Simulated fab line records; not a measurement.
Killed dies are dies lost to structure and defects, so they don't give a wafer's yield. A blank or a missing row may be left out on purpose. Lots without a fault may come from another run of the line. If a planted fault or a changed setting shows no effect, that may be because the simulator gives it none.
Problem report, 8D (eight disciplines) form, completed by code :: flow nand harc :: the parts of the form that need people (team, actions taken, sign-off) are left out

## 1. WHAT WENT WRONG
Wafers without a fault read 32, standard deviation 11; killed dies at NHARC_END_SORT_01 reads a mean of 120 on 2 wafers belonging to 2 lots. Relative to the usual mean, that is a shift of +8.0 standard deviations.
First seen on wafer L594.3, day 24 05:38, on prober-01. At this step, 9 wafers from 3 lots have a number in the record. The rule behind "out" and "out of limits": a value lying over 4 standard deviations away from the usual mean. The other wafers with a number count as sound.

## 2. WHAT IT IS AND WHAT IT IS NOT
question: which readings at this step
is: killed dies, killed at array
is not: killed at other, killed open, killed short

question: which lots
is: L594, L597
is not: L585

question: which wafers of those lots
is: L594.3, L597.1
is not: L594.1, L594.6, L597.2, L597.6

question: read on which gauges
is: prober-01, prober-02
is not: -

question: when
is: from day 24 05:38
is not: up to then (4 sound wafers); but 3 sound wafers of L594, L597 came after

## 3. SUSPECTS, AND WHAT RULES EACH OUT
Counting: any tool at a process step up to the reading remains a suspect provided it ran every lot that is out. Sound lots after the first of them don't rule it out here, since some wafers of a struck lot are sound.
- the gauge at NHARC_END_SORT_01: ruled out. Those wafers that are out were read across 2 gauges (prober-01, prober-02).
- rie diel-08 at NHARC_A_CONTACT_ETCH_48 (etches the open film in CF4, target depth 39 nm, time 65 s): kept. It ran every lot that is out, first L594 (day 21 08:01).
- At NHARC_A_CONTACT_ETCH_48, inside rie diel-08: chamber 2 took the wafers that are out, while their sound lot-mates went through chambers 0, 3.
Left after counting: rie diel-08 at NHARC_A_CONTACT_ETCH_48.

## 4. THE CAUSE (what the simulator had put in)
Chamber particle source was rie diel-08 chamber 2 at NHARC_A_CONTACT_ETCH_48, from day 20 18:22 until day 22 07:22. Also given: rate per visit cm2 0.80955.
Only this tool survived the counting.

## 5. THE EFFECT CHAIN, in route order
Rows list readings where the struck wafers' mean (over those with a number) sits beyond 3 standard deviations from the usual. Readings are gone through only where the record gives a usual standard deviation; hours: the median, over the lots, of the time from a lot's start at the first step in this table giving one to that lot's start at this step; sigmas: the change measured in usual standard deviations.
hours: 0
step: NHARC_END_SORT_01
reading: killed at array
usual: 28
on struck wafers: 116
change: +88
sigmas: +8.0

hours: 0
step: NHARC_END_SORT_01
reading: killed dies
usual: 32
on struck wafers: 120
change: +88
sigmas: +8.0

## 6. WHAT WOULD HAVE CAUGHT IT SOONER
In this record the first reading out of limits at a measuring or inspecting step was taken at day 24 05:38, 83 hours after the fault began at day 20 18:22.
Tool readings at NHARC_A_CONTACT_ETCH_48 with a usual standard deviation given in the record: none out on any struck wafer, hence no alarm at a limit of 4 standard deviations on them.
By day 24 05:38 the whole set of lots that are out, 2 in number, had already begun NHARC_A_CONTACT_ETCH_48 on rie diel-08. Had the tool been put on hold then, not one of them would have been saved.
